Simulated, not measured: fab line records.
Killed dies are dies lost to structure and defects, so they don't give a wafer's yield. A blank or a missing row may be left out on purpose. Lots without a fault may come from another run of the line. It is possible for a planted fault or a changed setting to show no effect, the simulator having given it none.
Which tool was responsible?	flow nand-harc	14 lots, 42 wafers sampled, at 6 steps of a route of 1302

WHAT THE GAUGES SHOWED, per wafer
NHARC_A_DECK1_JOINT_INSPECT_05. Usual: raw-defect-count at 398, with a standard deviation of 160.
lot	measured	on	raw-defect-count	flag
L987	day 12 05:28	defect-inspect-01	427 557 598	
L988	day 12 19:49	defect-inspect-02	268 279 318	
L990	day 13 20:45	defect-inspect-01	311 401 299	
L992	day 14 04:31	defect-inspect-02	216 393 395	
L101	day 18 08:50	defect-inspect-02	405 749 388	
L100	day 18 08:51	defect-inspect-01	429 286 372	
L102	day 18 23:18	defect-inspect-01	341 312 472	
L103	day 19 02:04	defect-inspect-01	205 329 384	
L104	day 19 02:05	defect-inspect-02	257 304 507	
L105	day 19 19:40	defect-inspect-01	732 551 274	
L106	day 20 05:37	defect-inspect-01	556 606 1051	
L107	day 20 11:42	defect-inspect-02	762 286 548	
L109	day 21 06:31	defect-inspect-02	303 485 303	
L110	day 22 07:13	defect-inspect-02	588 386 449	

NHARC_A_ONON_D2_THK_MEAS_21: measures by ellipsometry. Usual: thk-nm at 1001 nm, with a standard deviation of 8.6.
lot	measured	on	thk-nm (nm)	flag
L987	day 12 16:36	film-metro-02	1001 1000 1000	
L988	day 13 06:40	film-metro-01	1007 1005 1005	
L990	day 14 10:34	film-metro-01	1488 1487 1488	OFF
L992	day 14 15:41	film-metro-01	1508 1509 1508	OFF
L101	day 18 19:58	film-metro-02	1001 1002 1001	
L100	day 18 19:59	film-metro-01	989 989 989	
L102	day 19 10:26	film-metro-02	999 996 1000	
L103	day 19 10:26	film-metro-01	985 985 987	
L104	day 19 10:26	film-metro-01	1013 1012 1012	
L105	day 20 08:23	film-metro-02	994 994 994	
L106	day 20 16:38	film-metro-01	1006 1006 1006	
L107	day 21 00:47	film-metro-02	1002 1002 999	
L109	day 21 17:38	film-metro-01	1012 1012 1014	
L110	day 22 18:20	film-metro-01	989 990 988	

NHARC_A_ONON_D2_INSPECT_32. Usual: raw-defect-count at 497, with a standard deviation of 200.
lot	measured	on	raw-defect-count	flag
L987	day 12 18:50	defect-inspect-02	557 729 780	
L988	day 13 08:53	defect-inspect-02	375 349 425	
L990	day 14 12:50	defect-inspect-02	398 517 362	
L992	day 14 17:56	defect-inspect-02	252 507 478	
L101	day 18 22:13	defect-inspect-02	482 940 449	
L100	day 18 22:14	defect-inspect-01	546 391 487	
L102	day 19 12:41	defect-inspect-01	437 368 547	
L103	day 19 12:41	defect-inspect-02	263 434 507	
L104	day 19 12:41	defect-inspect-02	332 370 590	
L105	day 20 10:38	defect-inspect-02	965 694 376	
L106	day 20 18:53	defect-inspect-02	666 783 1362	
L107	day 21 03:03	defect-inspect-01	875 339 633	
L109	day 21 19:55	defect-inspect-01	354 625 386	
L110	day 22 20:35	defect-inspect-02	685 500 547	

NHARC_END_SORT_01. Usual: killed-at-array 52, standard deviation 18; killed-at-other 1.0, standard deviation 1.4; killed-at-periphery 3.1, standard deviation 2.3; killed-dies 56, standard deviation 17; killed-open 3.0, standard deviation 1.7; killed-short 2.5, standard deviation 1.7.
lot	measured	on	killed-at-array	killed-at-other	killed-at-periphery	killed-dies	killed-open	killed-short	flag
L990	day 26 03:56	prober-01	665 672 673	1 2 1	11 3 3	677 677 677	4 4 5	1 3 2	OFF
L992	day 26 04:43	prober-02	674 675 674	1 0 2	2 2 1	677 677 677	3 4 1	4 4 1	OFF

TOOL THAT RAN EACH LOT (tool first, then ch and the chambers of the sampled wafers, then the start)
lot	NHARC_A_ONON_D2_DEP_19	NHARC_A_CHANNEL_HOLE_D2_DEP_00
L987	pecvd-onon-02 ch 0, day 12 16:13	acl-dep-01 ch 0, day 12 19:32
L988	pecvd-onon-02 ch 0, day 13 06:09	acl-dep-01 ch 0, day 13 08:58
L990	pecvd-onon-02 ch 0, day 14 10:02	-
L992	pecvd-onon-02 ch 0, day 14 15:14	-
L101	pecvd-onon-04 ch 0, day 18 19:28	acl-dep-01 ch 0, day 19 00:02
L100	pecvd-onon-01 ch 0, day 18 19:28	acl-dep-03 ch 0, day 19 01:27
L102	pecvd-onon-04 ch 0, day 19 09:59	acl-dep-03 ch 0, day 19 13:34
L103	pecvd-onon-01 ch 0, day 19 10:02	acl-dep-03 ch 0, day 19 15:47
L104	pecvd-onon-02 ch 0, day 19 09:55	acl-dep-01 ch 0, day 19 14:28
L105	pecvd-onon-02 ch 0, day 20 07:56	acl-dep-03 ch 0, day 20 11:02
L106	pecvd-onon-01 ch 0, day 20 16:08	acl-dep-01 ch 0, day 20 19:31
L107	pecvd-onon-02 ch 0, day 21 00:17	acl-dep-01 ch 0, day 21 06:35
L109	pecvd-onon-02 ch 0, day 21 17:07	acl-dep-01 ch 0, day 21 20:04
L110	pecvd-onon-04 ch 0, day 22 17:53	acl-dep-02 ch 0, day 22 20:58
- NHARC_A_ONON_D2_DEP_19: target thk 1000 nm.
- NHARC_A_CHANNEL_HOLE_D2_DEP_00: deposits aC, target thk 3100 nm.

AS READ BY THE TOOLS THEMSELVES (means over the sampled wafers that have a number; for cases with no such wafer, the mark the record gives instead)
NHARC_A_ONON_D2_DEP_19. Usual: nh3-flow-sccm at 499.6 sccm, with a standard deviation of 1.3.
lot	tool	nh3-flow-sccm (sccm)	flag
L987	pecvd-onon-02	499.7	
L988	pecvd-onon-02	499.5	
L990	pecvd-onon-02	500.0	
L992	pecvd-onon-02	498.1	
L101	pecvd-onon-04	499.8	
L100	pecvd-onon-01	498.7	
L102	pecvd-onon-04	499.5	
L103	pecvd-onon-01	500.0	
L104	pecvd-onon-02	499.9	
L105	pecvd-onon-02	497.6	
L106	pecvd-onon-01	500.7	
L107	pecvd-onon-02	500.2	
L109	pecvd-onon-02	499.0	
L110	pecvd-onon-04	500.3	

NHARC_A_CHANNEL_HOLE_D2_DEP_00. Usual: throttle-valve-pct at 35.000 %, with a standard deviation of 0.0097.
lot	tool	throttle-valve-pct (%)	flag
L987	acl-dep-01	34.993	
L988	acl-dep-01	34.999	
L101	acl-dep-01	35.007	
L100	acl-dep-03	35.005	
L102	acl-dep-03	34.997	
L103	acl-dep-03	35.000	
L104	acl-dep-01	35.000	
L105	acl-dep-03	34.994	
L106	acl-dep-01	35.001	
L107	acl-dep-01	34.995	
L109	acl-dep-01	34.999	
L110	acl-dep-02	35.002	

THE ANSWER, worked out from the rows above alone
Rule: a lot counts as off when the mean over its wafers that have a number is more than 3 standard deviations away from the usual mean. A lot without any number at a reading at which 4 lots or more have one is off too. Where the step has rows for the other lots, those lots are counted as sound. First the gauges in route order, then the tools' own readings, where a lot's mean is used as printed above. At the first step where some lot is off, the reading lying furthest off is the one used; lots without a number count as furthest.
Off at NHARC_A_ONON_D2_THK_MEAS_21 (thk-nm): L990, L992.
If a tool, at a process step before that reading, ran all the lots that are off and no sound lot after the first of them, it fits. The gauges at NHARC_A_ONON_D2_THK_MEAS_21 aren't tried: what is off there is off at NHARC_END_SORT_01 too, on other tools, and a gauge's error can't cause that. Of those tried, none fits.

WHAT WAS PUT IN BY THE SIMULATOR
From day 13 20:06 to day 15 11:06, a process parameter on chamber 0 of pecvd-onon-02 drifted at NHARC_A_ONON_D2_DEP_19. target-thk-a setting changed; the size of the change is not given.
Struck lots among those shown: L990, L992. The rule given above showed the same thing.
